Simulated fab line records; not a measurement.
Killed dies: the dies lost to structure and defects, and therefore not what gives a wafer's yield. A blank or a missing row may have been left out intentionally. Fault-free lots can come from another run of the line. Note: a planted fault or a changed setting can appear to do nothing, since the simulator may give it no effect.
Split-lot study / flow n5Finfet / 39 wafers read from 7 lots, route of 1938 steps

## ON THE SPLIT
At N5_FIN_CUT_ETCH_21 (etches SOC in N2/H2, target depth 219 nm, overetch 43.8 nm, time 523.5 s), the setting timeS was moved away from the recipe's 523.5 s on 15 of the 39 wafers read, by -20.3% to +20.3%. This setting was run at the recipe's value on the other wafers.

Reading taken at the split's own step.

## THE READING
SiARC_of_FIN_CUT_COAT_19.thkNm (the simulator's own value, which no gauge read), in nm, at N5_FIN_CUT_ETCH_21 (etches SOC in N2/H2, target depth 219 nm, overetch 43.8 nm, time 523.5 s). The file gives no usual value for it. Average 11.9 nm, standard deviation 0.23 nm, over the 24 wafers here run with the recipe.

wafer=L074.1; tool, chamber at the split=rieDiel-05, 1,2; timeS as run, s=523.5; against the recipe=recipe; SiARC_of_FIN_CUT_COAT_19.thkNm, nm=11.6; against lot-mates on the recipe=-
wafer=L074.4; tool, chamber at the split=rieDiel-05, 1,2; timeS as run, s=523.5; against the recipe=recipe; SiARC_of_FIN_CUT_COAT_19.thkNm, nm=11.6; against lot-mates on the recipe=-
wafer=L074.6; tool, chamber at the split=rieDiel-05, 0; timeS as run, s=523.5; against the recipe=recipe; SiARC_of_FIN_CUT_COAT_19.thkNm, nm=11.8; against lot-mates on the recipe=-
wafer=L078.1; tool, chamber at the split=rieDiel-05, 3,2,2; timeS as run, s=613.1; against the recipe=+17.1%; SiARC_of_FIN_CUT_COAT_19.thkNm, nm=10.4; against lot-mates on the recipe=-1.4
wafer=L078.3; tool, chamber at the split=rieDiel-05, 3,2,2; timeS as run, s=613.1; against the recipe=+17.1%; SiARC_of_FIN_CUT_COAT_19.thkNm, nm=10.4; against lot-mates on the recipe=-1.4
wafer=L078.6; tool, chamber at the split=rieDiel-05, 3,2,2; timeS as run, s=613.1; against the recipe=+17.1%; SiARC_of_FIN_CUT_COAT_19.thkNm, nm=10.4; against lot-mates on the recipe=-1.4
wafer=L078.2; tool, chamber at the split=rieDiel-05, 0,1,1; timeS as run, s=523.5; against the recipe=recipe; SiARC_of_FIN_CUT_COAT_19.thkNm, nm=11.8; against lot-mates on the recipe=-
wafer=L078.4; tool, chamber at the split=rieDiel-05, 0,1,1; timeS as run, s=523.5; against the recipe=recipe; SiARC_of_FIN_CUT_COAT_19.thkNm, nm=11.8; against lot-mates on the recipe=-
wafer=L078.5; tool, chamber at the split=rieDiel-05, 0,1,1; timeS as run, s=523.5; against the recipe=recipe; SiARC_of_FIN_CUT_COAT_19.thkNm, nm=11.8; against lot-mates on the recipe=-
wafer=L079.1; tool, chamber at the split=rieDiel-01, 3,0,3; timeS as run, s=523.5; against the recipe=recipe; SiARC_of_FIN_CUT_COAT_19.thkNm, nm=11.8; against lot-mates on the recipe=-
wafer=L079.2; tool, chamber at the split=rieDiel-01, 3,0,3; timeS as run, s=523.5; against the recipe=recipe; SiARC_of_FIN_CUT_COAT_19.thkNm, nm=11.8; against lot-mates on the recipe=-
wafer=L079.6; tool, chamber at the split=rieDiel-01, 3,0,3; timeS as run, s=523.5; against the recipe=recipe; SiARC_of_FIN_CUT_COAT_19.thkNm, nm=11.8; against lot-mates on the recipe=-
wafer=L079.3; tool, chamber at the split=rieDiel-01, 1; timeS as run, s=523.5; against the recipe=recipe; SiARC_of_FIN_CUT_COAT_19.thkNm, nm=12.2; against lot-mates on the recipe=-
wafer=L079.4; tool, chamber at the split=rieDiel-01, 2; timeS as run, s=523.5; against the recipe=recipe; SiARC_of_FIN_CUT_COAT_19.thkNm, nm=11.6; against lot-mates on the recipe=-
wafer=L079.5; tool, chamber at the split=rieDiel-01, 2; timeS as run, s=523.5; against the recipe=recipe; SiARC_of_FIN_CUT_COAT_19.thkNm, nm=11.6; against lot-mates on the recipe=-
wafer=L082.1; tool, chamber at the split=rieDiel-05, 0,3; timeS as run, s=486.5; against the recipe=-7.1%; SiARC_of_FIN_CUT_COAT_19.thkNm, nm=12.4; against lot-mates on the recipe=+0.7
wafer=L082.4; tool, chamber at the split=rieDiel-05, 0,3; timeS as run, s=486.5; against the recipe=-7.1%; SiARC_of_FIN_CUT_COAT_19.thkNm, nm=12.4; against lot-mates on the recipe=+0.7
wafer=L082.2; tool, chamber at the split=rieDiel-05, 1; timeS as run, s=523.5; against the recipe=recipe; SiARC_of_FIN_CUT_COAT_19.thkNm, nm=11.6; against lot-mates on the recipe=-
wafer=L082.3; tool, chamber at the split=rieDiel-05, 2; timeS as run, s=486.5; against the recipe=-7.1%; SiARC_of_FIN_CUT_COAT_19.thkNm, nm=12.2; against lot-mates on the recipe=+0.5
wafer=L082.5; tool, chamber at the split=rieDiel-05, 2,3; timeS as run, s=523.5; against the recipe=recipe; SiARC_of_FIN_CUT_COAT_19.thkNm, nm=11.8; against lot-mates on the recipe=-
wafer=L082.6; tool, chamber at the split=rieDiel-05, 2,3; timeS as run, s=523.5; against the recipe=recipe; SiARC_of_FIN_CUT_COAT_19.thkNm, nm=11.8; against lot-mates on the recipe=-
wafer=L091.1; tool, chamber at the split=rieDiel-01, 1; timeS as run, s=523.5; against the recipe=recipe; SiARC_of_FIN_CUT_COAT_19.thkNm, nm=12.4; against lot-mates on the recipe=-
wafer=L091.5; tool, chamber at the split=rieDiel-01, 1; timeS as run, s=523.5; against the recipe=recipe; SiARC_of_FIN_CUT_COAT_19.thkNm, nm=12.4; against lot-mates on the recipe=-
wafer=L091.2; tool, chamber at the split=rieDiel-01, 3; timeS as run, s=523.5; against the recipe=recipe; SiARC_of_FIN_CUT_COAT_19.thkNm, nm=11.8; against lot-mates on the recipe=-
wafer=L091.3; tool, chamber at the split=rieDiel-01, 0; timeS as run, s=475.6; against the recipe=-9.1%; SiARC_of_FIN_CUT_COAT_19.thkNm, nm=12.8; against lot-mates on the recipe=+0.6
wafer=L091.6; tool, chamber at the split=rieDiel-01, 0; timeS as run, s=475.6; against the recipe=-9.1%; SiARC_of_FIN_CUT_COAT_19.thkNm, nm=12.8; against lot-mates on the recipe=+0.6
wafer=L091.4; tool, chamber at the split=rieDiel-01, 3; timeS as run, s=475.6; against the recipe=-9.1%; SiARC_of_FIN_CUT_COAT_19.thkNm, nm=12.6; against lot-mates on the recipe=+0.4
wafer=L094.1; tool, chamber at the split=rieDiel-06, 1,3; timeS as run, s=523.5; against the recipe=recipe; SiARC_of_FIN_CUT_COAT_19.thkNm, nm=12; against lot-mates on the recipe=-
wafer=L094.6; tool, chamber at the split=rieDiel-06, 1,3; timeS as run, s=523.5; against the recipe=recipe; SiARC_of_FIN_CUT_COAT_19.thkNm, nm=12; against lot-mates on the recipe=-
wafer=L094.2; tool, chamber at the split=rieDiel-06, 0; timeS as run, s=523.5; against the recipe=recipe; SiARC_of_FIN_CUT_COAT_19.thkNm, nm=12.2; against lot-mates on the recipe=-
wafer=L094.3; tool, chamber at the split=rieDiel-06, 2; timeS as run, s=417.3; against the recipe=-20.3%; SiARC_of_FIN_CUT_COAT_19.thkNm, nm=13.4; against lot-mates on the recipe=+1.3
wafer=L094.4; tool, chamber at the split=rieDiel-06, 3; timeS as run, s=417.3; against the recipe=-20.3%; SiARC_of_FIN_CUT_COAT_19.thkNm, nm=13.6; against lot-mates on the recipe=+1.5
wafer=L094.5; tool, chamber at the split=rieDiel-06, 0; timeS as run, s=417.3; against the recipe=-20.3%; SiARC_of_FIN_CUT_COAT_19.thkNm, nm=13.8; against lot-mates on the recipe=+1.7
wafer=L095.1; tool, chamber at the split=rieDiel-06, 3; timeS as run, s=629.7; against the recipe=+20.3%; SiARC_of_FIN_CUT_COAT_19.thkNm, nm=10.2; against lot-mates on the recipe=-1.8
wafer=L095.2; tool, chamber at the split=rieDiel-06, 0,1,1; timeS as run, s=523.5; against the recipe=recipe; SiARC_of_FIN_CUT_COAT_19.thkNm, nm=12; against lot-mates on the recipe=-
wafer=L095.3; tool, chamber at the split=rieDiel-06, 0,1,1; timeS as run, s=523.5; against the recipe=recipe; SiARC_of_FIN_CUT_COAT_19.thkNm, nm=12; against lot-mates on the recipe=-
wafer=L095.6; tool, chamber at the split=rieDiel-06, 0,1,1; timeS as run, s=523.5; against the recipe=recipe; SiARC_of_FIN_CUT_COAT_19.thkNm, nm=12; against lot-mates on the recipe=-
wafer=L095.4; tool, chamber at the split=rieDiel-06, 2; timeS as run, s=629.7; against the recipe=+20.3%; SiARC_of_FIN_CUT_COAT_19.thkNm, nm=10; against lot-mates on the recipe=-2.0
wafer=L095.5; tool, chamber at the split=rieDiel-06, 2; timeS as run, s=629.7; against the recipe=+20.3%; SiARC_of_FIN_CUT_COAT_19.thkNm, nm=10; against lot-mates on the recipe=-2.0
Rows listing several chambers each stand for several wafers; the file does not say which wafer went through which chamber.

FIT RESULTS
A straight line over all 39 wafers: SiARC_of_FIN_CUT_COAT_19.thkNm changes by -0.0864 nm for each +1% of timeS; r = -0.97; the points scatter about the line by 0.2 nm.
The same after taking each lot's own level away (the mean of its wafers on the recipe; 39 wafers): -0.0827 nm for each +1%; r = -0.98; scatter 0.17 nm.
On that fit, the largest move of timeS shifts the reading by 1.7 nm.
From 11.67 to 12.20 nm: that is the span of the lots' own levels, equal to 2.3 times the standard deviation above.
The two slopes are in agreement: the lot-to-lot level therefore moves the slope only a little.
Check: for one of the wafers moved furthest among these (+20.3%), held out of the fit, the line's prediction against its lot-mates is -1.71 nm. It came out at -1.8 nm against them.

## FILE'S OWN FIT
SiARC_of_FIN_CUT_COAT_19.thkNm changes by -0.0827 nm for each +1% of timeS, r = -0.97.
